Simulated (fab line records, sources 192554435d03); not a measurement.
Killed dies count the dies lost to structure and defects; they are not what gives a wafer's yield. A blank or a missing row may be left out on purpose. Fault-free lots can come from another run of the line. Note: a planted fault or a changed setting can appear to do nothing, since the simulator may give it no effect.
Which of the tools did it? | flow n5-finfet | 11 lots with 33 wafers sampled at 5 steps, on a route of 1938 steps

== WHAT THE GAUGES SHOWED, per wafer ==
Not one reading of a measure or inspect step in the record can be checked against a usual standard deviation.

== WHICH TOOL RAN EACH LOT (tool, then ch and the chambers of the sampled wafers, then the start) ==
lot  | N5_GATE_CUT_ETCHBACK_30          | N5_PASSIVATION_PECVD_55         | N5_PASSIVATION_SPUTTER_20    | N5_PASSIVATION_DESCUM_32           | N5_PASSIVATION_PROBE_49
L128 | rie-metal-03 ch 0,1, day 4 14:43 | pecvd-04 ch 0,1, day 12 14:22   | pvd-sputter-03, day 12 19:00 | rie-diel-01 ch 0,2,3, day 12 19:47 | -
L129 | rie-metal-01 ch 0,1, day 4 21:15 | pecvd-02 ch 0,2, day 12 14:12   | pvd-sputter-03, day 12 17:52 | rie-diel-06 ch 0,2, day 12 18:38   | prober-01, day 12 23:54
L130 | rie-metal-01 ch 0,1, day 5 02:04 | pecvd-04 ch 0,1,2, day 12 14:54 | pvd-sputter-01, day 12 17:52 | rie-diel-02 ch 0,2, day 12 18:48   | -
L131 | rie-metal-01 ch 0,1, day 5 09:56 | pecvd-02 ch 0,1, day 13 09:56   | pvd-sputter-01, day 13 13:40 | rie-diel-01 ch 0,1,2, day 13 14:27 | -
L133 | rie-metal-01 ch 0,1, day 6 02:07 | pecvd-04 ch 0,1,2, day 14 02:21 | pvd-sputter-02, day 14 06:02 | rie-diel-02 ch 1,2, day 14 06:41   | -
L135 | rie-metal-01 ch 0,1, day 6 10:05 | pecvd-03 ch 0,1, day 14 09:08   | pvd-sputter-03, day 14 10:39 | rie-diel-06 ch 1,3, day 14 11:19   | prober-01, day 14 16:37
L137 | rie-metal-01 ch 0,1, day 7 01:13 | pecvd-02 ch 1,2, day 14 16:53   | pvd-sputter-03, day 14 19:07 | rie-diel-06 ch 0,2,3, day 14 20:01 | prober-02, day 15 01:05
L146 | rie-metal-02 ch 0,1, day 9 06:40 | pecvd-03 ch 0,2, day 18 00:37   | pvd-sputter-01, day 18 04:08 | rie-diel-06 ch 0,1,3, day 18 05:09 | -
L147 | rie-metal-03 ch 1, day 9 11:26   | pecvd-03 ch 0,2, day 17 12:56   | pvd-sputter-03, day 17 15:08 | rie-diel-02 ch 0,1, day 17 15:55   | -
L149 | rie-metal-02 ch 0,1, day 9 23:49 | pecvd-02 ch 0,1,2, day 18 07:28 | pvd-sputter-03, day 18 09:10 | rie-diel-02 ch 1,3, day 18 09:50   | -
L150 | rie-metal-01 ch 1, day 10 05:32  | pecvd-04 ch 0,1, day 18 22:50   | pvd-sputter-01, day 19 00:53 | rie-diel-01 ch 0,3, day 19 01:41   | -
- N5_GATE_CUT_ETCHBACK_30: etches TiN in Cl2/Ar, target depth 3 nm.
- N5_PASSIVATION_PECVD_55: deposits SiO2 from SiH4/N2O, target thk 400 nm, time 22.5 s.
- N5_PASSIVATION_SPUTTER_20: material TaN, target thk 50 nm.
- N5_PASSIVATION_DESCUM_32: chemistry O2, time 7.9 s.
- N5_PASSIVATION_PROBE_49

== AS READ BY THE TOOLS THEMSELVES (means over the sampled wafers that have a number; for cases with no such wafer, the mark the record gives instead) ==
N5_GATE_CUT_ETCHBACK_30. Usual: drypump-motor-current-A 5.8 A, standard deviation 0.42; he-backside-leak-sccm 3.37 sccm, standard deviation 0.23; oes-product-au 0.72 a.u., standard deviation 0.11; throttle-valve-pct 20.79 %, standard deviation 0.18.
lot  | tool         | drypump-motor-current-A (A) | he-backside-leak-sccm (sccm) | oes-product-au (a.u.) | throttle-valve-pct (%) | flag
L128 | rie-metal-03 | 6.0                         | 3.06                         | 0.73                  | 21.07                  |
L129 | rie-metal-01 | 6.0                         | 3.47                         | 0.66                  | 20.72                  |
L130 | rie-metal-01 | 6.0                         | 3.52                         | 0.66                  | 20.71                  |
L131 | rie-metal-01 | 5.7                         | 3.45                         | 0.63                  | 20.64                  |
L133 | rie-metal-01 | 5.6                         | 3.53                         | 0.63                  | 20.64                  |
L135 | rie-metal-01 | 5.6                         | 3.50                         | 0.63                  | 20.65                  |
L137 | rie-metal-01 | 6.0                         | 3.53                         | 0.65                  | 20.73                  |
L146 | rie-metal-02 | 5.5                         | 3.16                         | 0.80                  | 20.86                  |
L147 | rie-metal-03 | 5.7                         | 3.43                         | 0.94                  | 20.86                  |
L149 | rie-metal-02 | 5.4                         | 3.05                         | 0.79                  | 20.87                  |
L150 | rie-metal-01 | 6.3                         | 3.44                         | 0.66                  | 20.83                  |

N5_PASSIVATION_PECVD_55. Usual: heater-power-w 674 W, standard deviation 64; showerhead-plenum-p-Torr 8.19 Torr, standard deviation 0.096; showerhead-vpp-V 1564 V, standard deviation 69; throttle-valve-pct 53 %, standard deviation 4.6.
lot  | tool     | heater-power-w (W) | showerhead-plenum-p-Torr (Torr) | showerhead-vpp-V (V) | throttle-valve-pct (%) | flag
L128 | pecvd-04 | 629                | 8.15                            | 1603                 | 61                     |
L129 | pecvd-02 | 650                | 8.13                            | 1657                 | 56                     |
L130 | pecvd-04 | 651                | 8.11                            | 1563                 | 55                     |
L131 | pecvd-02 | 684                | 8.13                            | 1660                 | 55                     |
L133 | pecvd-04 | 687                | 8.09                            | 1542                 | 55                     |
L135 | pecvd-03 | 588                | 8.27                            | 1539                 | 52                     |
L137 | pecvd-02 | 686                | 8.26                            | 1559                 | 53                     |
L146 | pecvd-03 | 681                | 8.22                            | 1534                 | 50                     |
L147 | pecvd-03 | 693                | 8.21                            | 1539                 | 50                     |
L149 | pecvd-02 | 709                | 8.21                            | 1619                 | 51                     |
L150 | pecvd-04 | 642                | 8.14                            | 1573                 | 61                     |

N5_PASSIVATION_SPUTTER_20. Usual: substrate-temp-c 25.03 C, standard deviation 0.11; throttle-valve-pct 30.3 %, standard deviation 0.98.
lot  | tool           | substrate-temp-c (C) | throttle-valve-pct (%) | flag
L128 | pvd-sputter-03 | 25.12                | 29.3                   |
L129 | pvd-sputter-03 | 25.00                | 30.7                   |
L130 | pvd-sputter-01 | 25.08                | 30.2                   |
L131 | pvd-sputter-01 | 25.01                | 30.4                   |
L133 | pvd-sputter-02 | 25.00                | 29.2                   |
L135 | pvd-sputter-03 | 25.13                | 31.0                   |
L137 | pvd-sputter-03 | 25.05                | 30.5                   |
L146 | pvd-sputter-01 | 25.08                | 31.2                   |
L147 | pvd-sputter-03 | 25.04                | 30.0                   |
L149 | pvd-sputter-03 | 25.00                | 29.9                   |
L150 | pvd-sputter-01 | 25.02                | 30.2                   |

N5_PASSIVATION_DESCUM_32. Usual: drypump-motor-current-A 5.7 A, standard deviation 0.52; oes-product-au 0.83 a.u., standard deviation 0.072; rf-vpp-V 243.4 V, standard deviation 1.5; showerhead-plenum-p-Torr 2.11 Torr, standard deviation 0.086; throttle-valve-pct 20.30 %, standard deviation 0.27.
lot  | tool        | drypump-motor-current-A (A) | oes-product-au (a.u.) | rf-vpp-V (V) | showerhead-plenum-p-Torr (Torr) | throttle-valve-pct (%) | flag
L128 | rie-diel-01 | 5.7                         | 0.83                  | 242.2        | 2.06                            | 20.29                  |
L129 | rie-diel-06 | 5.5                         | 0.88                  | 244.5        | 2.19                            | 20.48                  |
L130 | rie-diel-02 | 5.5                         | 0.75                  | 242.9        | 2.06                            | 20.50                  |
L131 | rie-diel-01 | 5.9                         | 0.83                  | 242.2        | 2.05                            | 20.27                  |
L133 | rie-diel-02 | 5.4                         | 0.89                  | 244.3        | 2.22                            | 20.25                  |
L135 | rie-diel-06 | 5.2                         | 0.81                  | 242.7        | 2.06                            | 20.19                  |
L137 | rie-diel-06 | 5.5                         | 0.84                  | 243.9        | 2.13                            | 20.41                  |
L146 | rie-diel-06 | 5.2                         | 0.78                  | 243.2        | 2.11                            | 20.31                  |
L147 | rie-diel-02 | 5.5                         | 0.90                  | 245.7        | 2.22                            | 20.24                  |
L149 | rie-diel-02 | 6.1                         | 0.89                  | 244.3        | 2.20                            | 19.90                  |
L150 | rie-diel-01 | 6.0                         | 0.76                  | 242.4        | 2.04                            | 20.58                  |

N5_PASSIVATION_PROBE_49. Usual: defect-limited-yield 91.4 %, standard deviation 1.3; killed_at_M0_to_M3 34, standard deviation 10; killed_at_M4_up 14, standard deviation 5.6; killed-at-contacts 13, standard deviation 5.9; killed-at-front-end 37, standard deviation 9.9; killed-at-other 3.5, standard deviation 2.8; killed-dies 101, standard deviation 15; killed-open 67, standard deviation 12; killed-short 32, standard deviation 6.6; sort_bin_5_function 5.0 %, standard deviation 0.81; sort_bin_6_memory 3.2 %, standard deviation 0.66; sort-n-pass 1079, standard deviation 15; sort-yield-pct 91.4 %, standard deviation 1.3.
lot  | tool      | defect-limited-yield (%) | killed_at_M0_to_M3 | killed_at_M4_up | killed-at-contacts | killed-at-front-end | killed-at-other | killed-dies | killed-open | killed-short | sort_bin_5_function (%) | sort_bin_6_memory (%) | sort-n-pass | sort-yield-pct (%) | flag
L129 | prober-01 | 91.2                     | 34                 | 13              | 23                 | 30                  | 5.3             | 104         | 71          | 32           | 5.0                     | 3.3                   | 1076        | 91.2               |
L135 | prober-01 | 84.2                     | 18                 | 10              | 6                  | 149                 | 3.3             | 187         | 47          | 24           | 9.5                     | 3.5                   | 993         | 84.2               | OFF
L137 | prober-02 | 84.1                     | 46                 | 11              | 8                  | 120                 | 3.0             | 188         | 72          | 32           | 9.4                     | 4.1                   | 992         | 84.1               | OFF

== THE ANSWER, worked out from the rows above alone ==
Rule: a lot is off if the mean of its wafers that have a number lies more than 3 standard deviations from the usual mean. Also off: a lot with no number at a reading for which 4 or more lots have one. All remaining lots with rows at the step are treated as sound. Order of review: gauges by route order, followed by the tools' own readings, for which a lot's mean as printed above is used. The first step at which some lot is off is used, and at that step the reading that is off furthest; a lot without a number counts as furthest.
Off: L135, L137, at N5_PASSIVATION_PROBE_49 (killed-at-front-end). Neither off nor sound, because the step has no rows for them: L128, L130, L131, L133, L146, L147, L149, L150.
A tool fits if, at that step or a process step before it, it ran every lot that is off, and no sound lot after the first of them. Can't be told from this: 3 tools fit, rie-metal-01 at N5_GATE_CUT_ETCHBACK_30, pvd-sputter-03 at N5_PASSIVATION_SPUTTER_20, rie-diel-06 at N5_PASSIVATION_DESCUM_32.

== WHAT THE SIMULATOR PUT IN ==
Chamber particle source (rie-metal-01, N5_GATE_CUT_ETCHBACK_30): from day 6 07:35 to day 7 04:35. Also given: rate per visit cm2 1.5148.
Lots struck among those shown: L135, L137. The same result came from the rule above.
